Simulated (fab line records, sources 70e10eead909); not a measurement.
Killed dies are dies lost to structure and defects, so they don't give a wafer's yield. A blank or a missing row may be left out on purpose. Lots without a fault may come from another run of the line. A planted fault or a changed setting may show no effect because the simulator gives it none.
Chamber matching | flow nand_harc | NHARC_A_STAIRCASE_CMP_472 on cmp-03: 4 sister chambers
The step polishes SiO2. 20 wafers are shown with their chamber, then 10 later ones without.

WAFERS WITH THEIR CHAMBER
wafer  | chamber | motor_current_A (A)
L078.1 | 3       | 13.0
L078.3 | 0       | 11.8
L078.6 | 0       | 11.8
L081.1 | 3       | 11.9
L081.2 | 2       | 11.5
L081.3 | 1       | 10.0
L081.4 | 0       | 11.9
L081.5 | 1       | 10.9
L081.6 | 0       | 11.8
L085.3 | 0       | 11.9
L085.5 | 0       | 11.9
L085.6 | 3       | 12.2
L087.1 | 0       | 11.9
L087.5 | 0       | 11.5
L087.6 | 3       | 12.2
L092.3 | 2       | 12.4
L092.4 | 1       | 11.5
L092.6 | 1       | 11.8
L092.1 | 0       | 11.2
L092.2 | 3       | 12.0

SIGNATURES (means of the wafers above)
reading         | chamber 0 | chamber 1 | chamber 2 | chamber 3 | scatter within a chamber
motor_current_A | 11.744    | 11.050    | 11.950    | 12.260    | 0.468
Rule: a wafer's distance from a chamber is the root of the sum, over the readings, of the square of ((its reading less the chamber's mean) divided by the reading's scatter). The wafer belongs to the nearest chamber; if the next one is less than 2 further off, it can't be placed. The scatter: the root of (the sum of the squares of (reading less its chamber's mean) over the shown wafers, divided by (wafers less chambers)).

WAFERS WITHOUT THEIR CHAMBER
wafer  | motor_current_A (A)
L092.5 | 12.3
L093.2 | 11.3
L093.4 | 11.7
L093.5 | 10.7
L093.1 | 11.8
L093.3 | 11.7
L093.6 | 11.3
L097.3 | 11.8
L097.4 | 11.7
L097.5 | 11.7

WHICH CHAMBER EACH WENT THROUGH
wafer  | from the rows above               | in truth
L092.5 | can't be placed: 3 or 2 or 0      | 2
L093.2 | can't be placed: 1 or 0 or 2 or 3 | 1
L093.4 | can't be placed: 0 or 2 or 3 or 1 | 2
L093.5 | can't be placed: 1 or 0 or 2      | 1
L093.1 | can't be placed: 0 or 2 or 3 or 1 | 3
L093.3 | can't be placed: 0 or 2 or 3 or 1 | 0
L093.6 | can't be placed: 1 or 0 or 2 or 3 | 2
L097.3 | can't be placed: 0 or 2 or 3 or 1 | 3
L097.4 | can't be placed: 0 or 2 or 3 or 1 | 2
L097.5 | can't be placed: 0 or 2 or 3 or 1 | 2
Placed correctly: 0 of 10. Can't be placed from these rows: 10 (the true chamber is among the candidates in 10). Placed wrongly: 0.
